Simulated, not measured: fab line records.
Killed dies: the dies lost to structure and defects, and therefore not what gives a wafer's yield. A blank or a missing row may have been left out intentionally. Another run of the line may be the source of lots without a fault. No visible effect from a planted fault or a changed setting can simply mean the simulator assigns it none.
Matching of chambers || flow n5_finfet || N5_WELL_APT_DESCUM_13 on rie_diel-02 has 4 sister chambers
The step chemistry O2, time 7.9 s. 8 wafers are shown with their chamber, then 7 later ones without.

WAFERS PAIRED WITH THEIR CHAMBERS
{"wafer": "L079.3", "chamber": 0, "drypump_motor_current_A (A)": 6.1, "throttle_valve_pct (%)": 20.68}
{"wafer": "L085.2", "chamber": 0, "drypump_motor_current_A (A)": 6.2, "throttle_valve_pct (%)": 20.70}
{"wafer": "L085.3", "chamber": 3, "drypump_motor_current_A (A)": 5.2, "throttle_valve_pct (%)": 20.28}
{"wafer": "L089.1", "chamber": 2, "drypump_motor_current_A (A)": 6.6, "throttle_valve_pct (%)": 20.80}
{"wafer": "L089.4", "chamber": 1, "drypump_motor_current_A (A)": 5.8, "throttle_valve_pct (%)": 20.55}
{"wafer": "L089.5", "chamber": 2, "drypump_motor_current_A (A)": 6.6, "throttle_valve_pct (%)": 20.80}
{"wafer": "L090.2", "chamber": 1, "drypump_motor_current_A (A)": 5.8, "throttle_valve_pct (%)": 20.57}
{"wafer": "L090.3", "chamber": 3, "drypump_motor_current_A (A)": 5.2, "throttle_valve_pct (%)": 20.32}

WAFERS WITHOUT THEIR CHAMBER
{"wafer": "L090.5", "drypump_motor_current_A (A)": 6.6, "throttle_valve_pct (%)": 20.81}
{"wafer": "L094.2", "drypump_motor_current_A (A)": 5.8, "throttle_valve_pct (%)": 20.57}
{"wafer": "L094.3", "drypump_motor_current_A (A)": 5.2, "throttle_valve_pct (%)": 20.34}
{"wafer": "L094.5", "drypump_motor_current_A (A)": 6.6, "throttle_valve_pct (%)": 20.82}
{"wafer": "L097.3", "drypump_motor_current_A (A)": 6.1, "throttle_valve_pct (%)": 20.34}
{"wafer": "L097.5", "drypump_motor_current_A (A)": 6.6, "throttle_valve_pct (%)": 20.82}
{"wafer": "L097.6", "drypump_motor_current_A (A)": 5.2, "throttle_valve_pct (%)": 20.34}

THE CHAMBER EACH PASSED THROUGH
{"wafer": "L090.5", "from the rows above": 2, "in truth": 2}
{"wafer": "L094.2", "from the rows above": 1, "in truth": 1}
{"wafer": "L094.3", "from the rows above": 3, "in truth": 3}
{"wafer": "L094.5", "from the rows above": 2, "in truth": 2}
{"wafer": "L097.3", "from the rows above": 1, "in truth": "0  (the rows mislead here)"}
{"wafer": "L097.5", "from the rows above": 2, "in truth": 2}
{"wafer": "L097.6", "from the rows above": 3, "in truth": 3}
Placed correctly: 6 of 7. From these rows, 0 cannot be placed. Placed wrongly: 1.
How it was worked out, from the rows above alone: a wafer's distance from a chamber is the root of the sum, over the readings, of the square of ((its reading less the chamber's mean) divided by the reading's scatter). The wafer belongs to the nearest chamber; if the next one is less than 2 further off, it can't be placed. For every chamber, the mean is computed from those of its wafers that are shown. The scatter: the root of (the sum of the squares of (reading less its chamber's mean) over the shown wafers, divided by (wafers less chambers)).
